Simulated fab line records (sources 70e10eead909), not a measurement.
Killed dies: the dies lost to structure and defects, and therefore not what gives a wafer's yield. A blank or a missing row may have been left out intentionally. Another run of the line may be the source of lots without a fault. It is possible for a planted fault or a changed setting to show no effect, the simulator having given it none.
Chamber matching / flow nand harc / NHARC_P_CONTACT_STRIP_29 on wet bench-03: 8 sister chambers
The step strips in post etch residue remover, time 1200 s. 12 wafers are shown with their chamber, then 7 later ones without.

WAFERS WITH THEIR CHAMBER
wafer=L218.1; chamber=0; temp c (C)=72.24
wafer=L219.2; chamber=2; temp c (C)=72.52
wafer=L219.5; chamber=4; temp c (C)=72.64
wafer=L219.6; chamber=0; temp c (C)=72.35
wafer=L221.2; chamber=3; temp c (C)=72.52
wafer=L221.5; chamber=1; temp c (C)=72.40
wafer=L221.6; chamber=7; temp c (C)=72.44
wafer=L228.3; chamber=2; temp c (C)=72.53
wafer=L228.5; chamber=1; temp c (C)=72.54
wafer=L228.6; chamber=7; temp c (C)=72.40
wafer=L225.4; chamber=5; temp c (C)=72.70
wafer=L225.5; chamber=6; temp c (C)=72.49

WAFERS WHOSE CHAMBER IS MISSING
wafer=L225.6; temp c (C)=72.70
wafer=L231.1; temp c (C)=72.42
wafer=L231.3; temp c (C)=72.52
wafer=L231.5; temp c (C)=72.48
wafer=L230.4; temp c (C)=72.41
wafer=L230.5; temp c (C)=72.69
wafer=L230.6; temp c (C)=72.47

THE CHAMBER EACH PASSED THROUGH
wafer=L225.6; from the rows above=can't be placed: 5 or 4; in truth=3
wafer=L231.1; from the rows above=can't be placed: 7 or 1 or 6 or 3 or 2 or 0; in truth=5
wafer=L231.3; from the rows above=can't be placed: 3 or 2 or 6 or 1 or 7 or 4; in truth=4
wafer=L231.5; from the rows above=can't be placed: 6 or 1 or 3 or 2 or 7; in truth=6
wafer=L230.4; from the rows above=can't be placed: 7 or 1 or 6 or 3 or 0 or 2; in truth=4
wafer=L230.5; from the rows above=can't be placed: 5 or 4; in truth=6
wafer=L230.6; from the rows above=can't be placed: 1 or 6 or 3 or 7 or 2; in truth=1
0 of 7 placed correctly. Cannot be placed on the basis of these rows: 7; the candidates contain the true chamber in 3. Placed wrongly: 0.
How it was worked out, from the rows above alone: a wafer's distance from a chamber is the root of the sum, over the readings, of the square of ((its reading less the chamber's mean) divided by the reading's scatter). If the next closest chamber is less than 2 further off than the closest, the wafer can't be placed; otherwise it belongs to the closest. Each chamber's mean is taken over the wafers shown for it. The scatter: the root of (the sum of the squares of (reading less its chamber's mean) over the shown wafers, divided by (wafers less chambers)).
